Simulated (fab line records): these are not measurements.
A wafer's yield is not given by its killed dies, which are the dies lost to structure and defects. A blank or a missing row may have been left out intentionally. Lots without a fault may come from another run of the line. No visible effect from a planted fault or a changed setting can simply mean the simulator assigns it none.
Struck lot and sound lot, side by side :: flow nand_harc :: 14 out of 1159 route steps
Sound: the wafers L701.1, L701.4, L701.5. Struck: wafer L711.6. (L711.3, L711.4 of the same lot were not struck and are left out.) The cause comes at the end.
At each step with rows: each side's tool, then ch and its chambers, then its first start. Under that, the readings that differ: sound wafers :: struck wafers :: difference of the means :: sigmas: that difference in standard deviations of wafers without a fault.
alike: words and numbers the same on both sides, and readings whose means are apart by under 2 such deviations; not compared: readings that were withheld, readings missing a value for some wafer, numbers with overlapping values and no deviation given by the record, and bounds like >300 which may hide the same value.
The two part at a step that has a row with sigmas, a row that says differs or no value, or rows on one side only. Numbers that don't overlap but have no deviation are shown without sigmas and don't part them. A reading that every wafer of one side lacks parts them only if that side has two wafers or more.

NHARC_A_M0_CMP_23: polishes, t overpolish 20 s, target thk 113.75 nm.
  sound on cmp-03 ch 0,1,3, day 19 02:24; struck on cmp-03 ch 1, day 20 21:14
  alike: edge_zone_pressure_frac, motor_current_A, slurry_flow_ml_min, time_to_endpoint_s
NHARC_A_M0_THK_MEAS_24: measures by xrf.
  sound on film_metro-02, day 19 02:41; struck on film_metro-01, day 20 21:31
  alike: thk_nm
next, for these wafers, 1 step has no rows: NHARC_A_M0_SRD_25.
NHARC_A_M0_INSPECT_27:
  sound on defect_inspect-02, day 19 02:50; struck on defect_inspect-01, day 20 21:41
  alike: raw_defect_count
NHARC_A_M0_PRE_CLEAN_31: time 12 s.
  sound on pecvd-03 ch 0,1,2, day 19 02:55; struck on pecvd-02 ch 2, day 20 21:45
reading: heater_power_w (W)
sound: 635 653 567
struck: 472
difference: -146
sigmas: -2
NHARC_A_M0_DEP_32: deposits SiCN, target thk 30 nm.
  sound on pecvd-03 ch 0,1,2, day 19 02:59; struck on pecvd-02 ch 2, day 20 21:50
  alike: heater_power_w
then, 5 steps without rows for these wafers: NHARC_A_M1_DEP_00 (deposits SiOC, target thk 182.5 nm); NHARC_A_M1_DEHYDRATE_01 (time 120 s); NHARC_A_M1_HMDS_02 (time 30 s); NHARC_A_M1_COAT_34 (time 65 s); NHARC_A_M1_COAT_03 (resist thk 90 nm).
NHARC_A_M1_SOFTBAKE_04: time 55 s.
  sound on litho_track-04 ch 0, day 19 03:00; struck on litho_track-04 ch 0, day 20 22:00
reading: heater_power_total_W (W)
sound: 188.48 188.46 188.21
struck: 323.03
difference: +134.65
sigmas: +99 or more

reading: resist_line_temp_C (C)
sound: 22.69 22.84 22.82
struck: 23.19
difference: +0.41
sigmas: +4
next, for these wafers, 1 step has no rows: NHARC_A_M1_EBR_05.
NHARC_END_SORT_01:
  at this point the record logs the struck wafers (prober-02 ch 0, day 22 13:01) and has no rows for the sound ones

## WHERE THEY PART
Earliest at NHARC_A_M0_PRE_CLEAN_31; latest, in this record, at NHARC_END_SORT_01.

WHY: what had been put in by the simulator
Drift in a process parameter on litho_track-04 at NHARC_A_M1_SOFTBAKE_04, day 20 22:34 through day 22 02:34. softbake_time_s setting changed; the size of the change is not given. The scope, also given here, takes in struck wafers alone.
